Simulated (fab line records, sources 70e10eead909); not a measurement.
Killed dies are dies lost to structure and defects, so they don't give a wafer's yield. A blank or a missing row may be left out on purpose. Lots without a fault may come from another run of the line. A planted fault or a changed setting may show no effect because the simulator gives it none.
A struck lot beside a sound one | flow nand_harc | 17 steps out of a route of 1302
Sound: wafers L776.1, L776.3, L776.6. Struck: wafers L784.1, L784.2, L784.4. The cause comes at the end.
At each step with rows: each side's tool, then ch and its chambers, then its first start. Under that, the readings that differ: sound wafers | struck wafers | difference of the means | sigmas: that difference in standard deviations of wafers without a fault.
alike: readings whose means differ by less than 2 such deviations, and words and numbers that are the same on both sides. not compared: withheld readings, readings that some wafer has no value for, bounds like >300 that may hide the same value, and numbers for which the record gives no deviation and whose values overlap.
The two part at a step that has a row with sigmas, a row that says differs or no value, or rows on one side only. Numbers that don't overlap but have no deviation are shown without sigmas and don't part them. A reading that every wafer of one side lacks parts them only if that side has two wafers or more.

first, 1 step without rows for these wafers: NHARC_P_M1_SRD_25.
NHARC_P_M1_INSPECT_27:
  sound on defect_inspect-01, day 8 18:28; struck on defect_inspect-01, day 12 07:44
  alike: raw_defect_count
NHARC_P_M1_PRE_CLEAN_32: time 12 s.
  sound on pecvd-02 ch 0,2, day 8 18:32; struck on pecvd-03 ch 0,1, day 12 07:49
  alike: heater_power_w
NHARC_P_M1_DEP_33: deposits SiCN, target thk 30 nm.
  sound on pecvd-02 ch 0,2, day 8 18:37; struck on pecvd-03 ch 0,1, day 12 07:55
  alike: heater_power_w
then, 7 steps without rows for these wafers: NHARC_P_M2_DEP_00 (deposits SiOC, target thk 182.5 nm); NHARC_P_M2_DEHYDRATE_01 (time 120 s); NHARC_P_M2_HMDS_02 (time 30 s); NHARC_P_M2_COAT_34 (time 65 s); NHARC_P_M2_COAT_03 (resist thk 90 nm); NHARC_P_M2_SOFTBAKE_04 (time 55 s); NHARC_P_M2_EBR_05.
NHARC_P_M2_EXPOSE_06: exposes mask P M2, target cd 170 nm.
  sound on arfi_scanner-02 ch 0, day 8 19:43; struck on arfi_scanner-03 ch 0, day 12 08:58
  reading                      | sound                | struck            | difference | sigmas
  model.P_M2.overlay_x_nm (nm) | 0.6028 0.6028 0.6028 | 37.51 37.51 37.51 | +36.91     |
  alike: mask, focus_offset_nm
then, 2 steps without rows for these wafers: NHARC_P_M2_PEB_07 (peb time 65 s); NHARC_P_M2_DEVELOP_08 (develop time 35 s).
NHARC_P_M2_CD_MEAS_09: target cd 170 nm.
  sound on cd_sem-03 ch 0, day 8 19:51; struck on cd_sem-01 ch 0, day 12 09:06
  alike: cd_nm
NHARC_P_M2_OVL_MEAS_10: pitch 340 nm.
  sound on overlay-02, day 8 19:56; struck on overlay-02, day 12 09:22
  reading           | sound          | struck         | difference | sigmas
  overlay_x_nm (nm) | 0.7 0.6 0.8    | 37.3 38.1 37.9 | +37.1      | +56
  overlay_y_nm (nm) | -0.7 -0.4 -0.8 | 0.6 1.4 1.0    | +1.6       | +2
  not compared: hold
NHARC_END_SORT_01:
  the record has rows for the sound wafers here (prober-01 ch 0, day 27 01:53) and none for the struck ones

WHERE THEY PART
First at NHARC_P_M2_OVL_MEAS_10; last, within this record, at NHARC_END_SORT_01.

WHY: what the simulator had put in
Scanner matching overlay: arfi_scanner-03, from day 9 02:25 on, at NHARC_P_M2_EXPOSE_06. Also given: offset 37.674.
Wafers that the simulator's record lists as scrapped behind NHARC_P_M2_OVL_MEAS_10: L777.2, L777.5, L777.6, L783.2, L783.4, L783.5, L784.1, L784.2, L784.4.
